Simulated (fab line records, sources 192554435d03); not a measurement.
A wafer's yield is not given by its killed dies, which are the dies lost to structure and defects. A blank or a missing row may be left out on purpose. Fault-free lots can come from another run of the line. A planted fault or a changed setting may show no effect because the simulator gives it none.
Matching of chambers || flow n5_finfet || uv_cure-03 running N5_BEOL_M11_CURE_72: 3 sister chambers
The step cures SiCOH lowk, time 120 s. 18 wafers are shown with their chamber, then 9 later ones without.

== WAFERS WITH THEIR CHAMBER ==
{"wafer": "L077.1", "chamber": 0, "wafer_temp_C_max": 371.8, "lamp_power_pct (%)": 52.23}
{"wafer": "L077.4", "chamber": 0, "wafer_temp_C_max": 371.5, "lamp_power_pct (%)": 52.34}
{"wafer": "L077.6", "chamber": 0, "wafer_temp_C_max": 372.1, "lamp_power_pct (%)": 52.31}
{"wafer": "L083.2", "chamber": 2, "wafer_temp_C_max": 372.3, "lamp_power_pct (%)": 52.27}
{"wafer": "L083.5", "chamber": 2, "wafer_temp_C_max": 372.5, "lamp_power_pct (%)": 52.27}
{"wafer": "L083.6", "chamber": 2, "wafer_temp_C_max": 372.3, "lamp_power_pct (%)": 52.24}
{"wafer": "L086.1", "chamber": 0, "wafer_temp_C_max": 371.9, "lamp_power_pct (%)": 52.26}
{"wafer": "L086.2", "chamber": 0, "wafer_temp_C_max": 370.9, "lamp_power_pct (%)": 52.27}
{"wafer": "L086.6", "chamber": 0, "wafer_temp_C_max": 371.9, "lamp_power_pct (%)": 52.27}
{"wafer": "L089.1", "chamber": 2, "wafer_temp_C_max": 372.5, "lamp_power_pct (%)": 52.26}
{"wafer": "L089.2", "chamber": 2, "wafer_temp_C_max": 372.9, "lamp_power_pct (%)": 52.21}
{"wafer": "L089.6", "chamber": 2, "wafer_temp_C_max": 372.2, "lamp_power_pct (%)": 52.25}
{"wafer": "L091.2", "chamber": 1, "wafer_temp_C_max": 372.0, "lamp_power_pct (%)": 52.25}
{"wafer": "L091.4", "chamber": 1, "wafer_temp_C_max": 372.3, "lamp_power_pct (%)": 52.34}
{"wafer": "L091.5", "chamber": 1, "wafer_temp_C_max": 372.6, "lamp_power_pct (%)": 52.35}
{"wafer": "L090.1", "chamber": 2, "wafer_temp_C_max": 372.9, "lamp_power_pct (%)": 52.32}
{"wafer": "L090.3", "chamber": 2, "wafer_temp_C_max": 372.6, "lamp_power_pct (%)": 52.25}
{"wafer": "L090.6", "chamber": 2, "wafer_temp_C_max": 373.5, "lamp_power_pct (%)": 52.34}

SIGNATURES (averages over the wafers above)
{"reading": "wafer_temp_C_max", "chamber 0": 371.683, "chamber 1": 372.300, "chamber 2": 372.633, "scatter within a chamber": 0.404}
{"reading": "lamp_power_pct", "chamber 0": 52.2800, "chamber 1": 52.3133, "chamber 2": 52.2678, "scatter within a chamber": 0.042}
Rule: a wafer's distance from a chamber is the root of the sum, over the readings, of the square of ((its reading less the chamber's mean) divided by the reading's scatter). If the next closest chamber is less than 2 further off than the closest, the wafer can't be placed; otherwise it belongs to the closest. How the scatter is found: for the shown wafers, subtract from each reading the mean of its chamber, square and add these, divide the total by (wafers less chambers), then take the root.

== WAFERS WITHOUT THEIR CHAMBER ==
{"wafer": "L092.2", "wafer_temp_C_max": 372.1, "lamp_power_pct (%)": 52.33}
{"wafer": "L092.4", "wafer_temp_C_max": 372.1, "lamp_power_pct (%)": 52.23}
{"wafer": "L092.5", "wafer_temp_C_max": 372.7, "lamp_power_pct (%)": 52.29}
{"wafer": "L096.1", "wafer_temp_C_max": 372.1, "lamp_power_pct (%)": 52.32}
{"wafer": "L096.4", "wafer_temp_C_max": 371.8, "lamp_power_pct (%)": 52.33}
{"wafer": "L096.5", "wafer_temp_C_max": 373.0, "lamp_power_pct (%)": 52.21}
{"wafer": "L095.3", "wafer_temp_C_max": 371.9, "lamp_power_pct (%)": 52.26}
{"wafer": "L095.5", "wafer_temp_C_max": 371.9, "lamp_power_pct (%)": 52.31}
{"wafer": "L095.6", "wafer_temp_C_max": 372.3, "lamp_power_pct (%)": 52.36}

== EACH ONE'S CHAMBER ==
{"wafer": "L092.2", "from the rows above": "can't be placed: 1 or 0 or 2", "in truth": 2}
{"wafer": "L092.4", "from the rows above": "can't be placed: 0 or 2 or 1", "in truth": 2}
{"wafer": "L092.5", "from the rows above": "can't be placed: 2 or 1 or 0", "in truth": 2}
{"wafer": "L096.1", "from the rows above": "can't be placed: 1 or 0 or 2", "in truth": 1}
{"wafer": "L096.4", "from the rows above": "can't be placed: 0 or 1 or 2", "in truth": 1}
{"wafer": "L096.5", "from the rows above": "can't be placed: 2 or 1", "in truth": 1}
{"wafer": "L095.3", "from the rows above": "can't be placed: 0 or 1 or 2", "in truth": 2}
{"wafer": "L095.5", "from the rows above": "can't be placed: 0 or 1 or 2", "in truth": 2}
{"wafer": "L095.6", "from the rows above": "can't be placed: 1 or 2 or 0", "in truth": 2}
Placed correctly: 0 of 9. Cannot be placed on the basis of these rows: 9; the candidates contain the true chamber in 9. Number placed wrongly: 0.
